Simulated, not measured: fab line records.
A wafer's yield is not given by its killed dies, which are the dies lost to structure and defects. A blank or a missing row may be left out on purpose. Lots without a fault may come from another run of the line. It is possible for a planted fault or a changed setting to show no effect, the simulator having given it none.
Chamber matching :: flow n5 finfet :: pecvd-04 running N5_BEOL_M3_ILD_DEP_00: 3 sister chambers
The step deposits SiOC from DEMS/O2, target thk 79 nm, time 15.3 s. 6 wafers are shown with their chamber, then 11 later ones without.

== WAFERS PAIRED WITH THEIR CHAMBERS ==
wafer: L079.5
chamber: 0
heater power w (W): 452
throttle valve pct (%): 11.9

wafer: L080.6
chamber: 2
heater power w (W): 607
throttle valve pct (%): 11.2

wafer: L084.1
chamber: 2
heater power w (W): 520
throttle valve pct (%): 11.2

wafer: L084.2
chamber: 1
heater power w (W): 446
throttle valve pct (%): 11.7

wafer: L084.4
chamber: 1
heater power w (W): 440
throttle valve pct (%): 11.5

wafer: L086.1
chamber: 0
heater power w (W): 391
throttle valve pct (%): 12.0

== WAFERS WHOSE CHAMBER IS MISSING ==
wafer: L086.2
heater power w (W): 420
throttle valve pct (%): 12.0

wafer: L086.4
heater power w (W): 417
throttle valve pct (%): 11.5

wafer: L089.1
heater power w (W): 594
throttle valve pct (%): 11.6

wafer: L089.2
heater power w (W): 463
throttle valve pct (%): 11.5

wafer: L089.6
heater power w (W): 413
throttle valve pct (%): 11.9

wafer: L090.1
heater power w (W): 552
throttle valve pct (%): 11.3

wafer: L090.4
heater power w (W): 426
throttle valve pct (%): 12.1

wafer: L090.5
heater power w (W): 476
throttle valve pct (%): 11.7

wafer: L092.1
heater power w (W): 369
throttle valve pct (%): 12.2

wafer: L092.2
heater power w (W): 491
throttle valve pct (%): 11.8

wafer: L092.5
heater power w (W): 499
throttle valve pct (%): 11.6

== THE CHAMBER EACH PASSED THROUGH ==
wafer: L086.2
from the rows above: 0
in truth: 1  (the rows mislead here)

wafer: L086.4
from the rows above: 1
in truth: 1

wafer: L089.1
from the rows above: can't be placed: 1 or 2
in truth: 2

wafer: L089.2
from the rows above: 1
in truth: 1

wafer: L089.6
from the rows above: 0
in truth: 0

wafer: L090.1
from the rows above: 2
in truth: 2

wafer: L090.4
from the rows above: 0
in truth: 0

wafer: L090.5
from the rows above: can't be placed: 1 or 0
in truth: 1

wafer: L092.1
from the rows above: 0
in truth: 0

wafer: L092.2
from the rows above: can't be placed: 0 or 1
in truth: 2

wafer: L092.5
from the rows above: 1
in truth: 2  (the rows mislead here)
Correct placement for 6 of the 11. Unplaceable from these rows: 3, with the true chamber sitting among the candidates in 2. 2 placed wrongly.
How it was worked out, from the rows above alone: a wafer's distance from a chamber is the root of the sum, over the readings, of the square of ((its reading less the chamber's mean) divided by the reading's scatter). The wafer belongs to the nearest chamber; if the next one is less than 2 further off, it can't be placed. For every chamber, the mean is computed from those of its wafers that are shown. The scatter: take each reading less its chamber's mean, square it, sum over the shown wafers, divide by the number of wafers less the number of chambers, and take the root.
